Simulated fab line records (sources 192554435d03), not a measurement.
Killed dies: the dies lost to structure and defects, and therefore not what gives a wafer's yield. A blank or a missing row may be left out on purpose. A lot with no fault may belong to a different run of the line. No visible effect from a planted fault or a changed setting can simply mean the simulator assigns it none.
Chamber matching    flow n5_finfet    N5_BEOL_M5_PECVD_70 on pecvd-01 has 3 sister chambers
The step deposits SiO2 from TEOS/O2, target thk 16 nm, time 18 s. 6 wafers are shown with their chamber, then 12 later ones without.

== EACH WAFER AND ITS CHAMBER ==
wafer   chamber  showerhead_plenum_p_Torr (Torr)  throttle_valve_pct (%)
L090.1  0        8.76                             22.6
L091.3  2        8.89                             20.8
L091.4  1        8.81                             22.9
L092.1  1        8.80                             23.4
L092.2  2        8.88                             20.8
L092.5  0        8.76                             22.8

== WAFERS WHOSE CHAMBER IS MISSING ==
wafer   showerhead_plenum_p_Torr (Torr)  throttle_valve_pct (%)
L094.2  8.80                             23.1
L094.5  8.83                             23.1
L094.6  8.88                             20.7
L095.1  8.84                             23.0
L095.3  8.75                             22.8
L095.4  8.87                             20.9
L096.1  8.86                             21.0
L096.2  8.77                             22.5
L096.3  8.82                             22.9
L097.1  8.76                             22.8
L097.4  8.82                             23.0
L097.5  8.89                             20.9

== WHICH CHAMBER EACH WENT THROUGH ==
wafer   from the rows above  in truth
L094.2  1                    1
L094.5  1                    1
L094.6  2                    2
L095.1  1                    1
L095.3  0                    0
L095.4  2                    2
L096.1  2                    2
L096.2  0                    0
L096.3  1                    1
L097.1  0                    0
L097.4  1                    1
L097.5  2                    2
Placed correctly: 12 of 12. From these rows, 0 cannot be placed. Placed wrongly: 0.
How it was worked out, from the rows above alone: a wafer's distance from a chamber is the root of the sum, over the readings, of the square of ((its reading less the chamber's mean) divided by the reading's scatter). If the next closest chamber is less than 2 further off than the closest, the wafer can't be placed; otherwise it belongs to the closest. The mean given for a chamber averages the wafers shown for that chamber. The scatter: the root of (the sum of the squares of (reading less its chamber's mean) over the shown wafers, divided by (wafers less chambers)).
